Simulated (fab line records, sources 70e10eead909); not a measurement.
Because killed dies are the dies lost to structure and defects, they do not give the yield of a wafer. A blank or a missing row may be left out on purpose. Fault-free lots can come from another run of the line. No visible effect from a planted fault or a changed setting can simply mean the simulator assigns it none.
One fault seen from 2 desks | flow nand_harc | each desk has only its own numbers; what lay behind them comes last

FOR THE TOOL OWNER'S DESK: pvd_sputter-02
The tool's own readings at NHARC_A_M0_PVD_21 (deposits Cu, target thk 30 nm, time 20.49 s): means of the sampled wafers that have a number, for each lot that ran on this tool. If a lot's mean is further than 4 standard deviations from the usual mean, the lot is out of limits and carries the mark OUT (the distance appears in the brackets).
Columns: A = chamber_pressure_pa at NHARC_A_M0_PVD_21, usual 5.001 Pa; B = throttle_valve_pct at NHARC_A_M0_PVD_21, usual 30.0 %
lot  | first seen here | A     | B
L169 | day 17 18:38    | 4.995 | 29.8
L170 | day 17 19:25    | 4.986 | 29.7
L172 | day 18 03:14    | 5.000 | 29.5
L173 | day 18 03:35    | 4.996 | 29.6
L177 | day 19 11:23    | 5.007 | 30.2
L190 | day 23 01:38    | 4.994 | 29.9
Finding of this desk: none of the 6 lots has anything out of limits.

FROM THE METROLOGY DESK
What the gauges read for every lot (on any tool): the sampled wafers with a number, averaged. If a lot's mean is further than 4 standard deviations from the usual mean, the lot is out of limits and carries the mark OUT (the distance appears in the brackets).
Columns: A = cd_nm at NHARC_THIN_TSV_CD_MEAS_16, usual 1000.8 nm
lot  | first seen here | A
L170 | day 18 19:57    | 998.7
L169 | day 19 01:08    | 1000.8
L171 | day 19 06:44    | 1002.1
L172 | day 19 08:03    | 999.6
L173 | day 19 09:16    | 999.4
L175 | day 19 22:11    | 1003.4
L177 | day 20 11:37    | 999.0
L183 | day 21 20:42    | 998.2
L187 | day 23 03:29    | 1002.7
L191 | day 23 23:43    | 1001.0
L190 | day 24 09:37    | 1000.6
L192 | day 25 10:53    | 1001.7
Finding of this desk: none of the 12 lots has anything out of limits.

PUT TOGETHER
The tool owner's desk saw nothing out of limits.
The metrology desk saw nothing out of limits.

WHAT HAD BEEN PUT IN BY THE SIMULATOR
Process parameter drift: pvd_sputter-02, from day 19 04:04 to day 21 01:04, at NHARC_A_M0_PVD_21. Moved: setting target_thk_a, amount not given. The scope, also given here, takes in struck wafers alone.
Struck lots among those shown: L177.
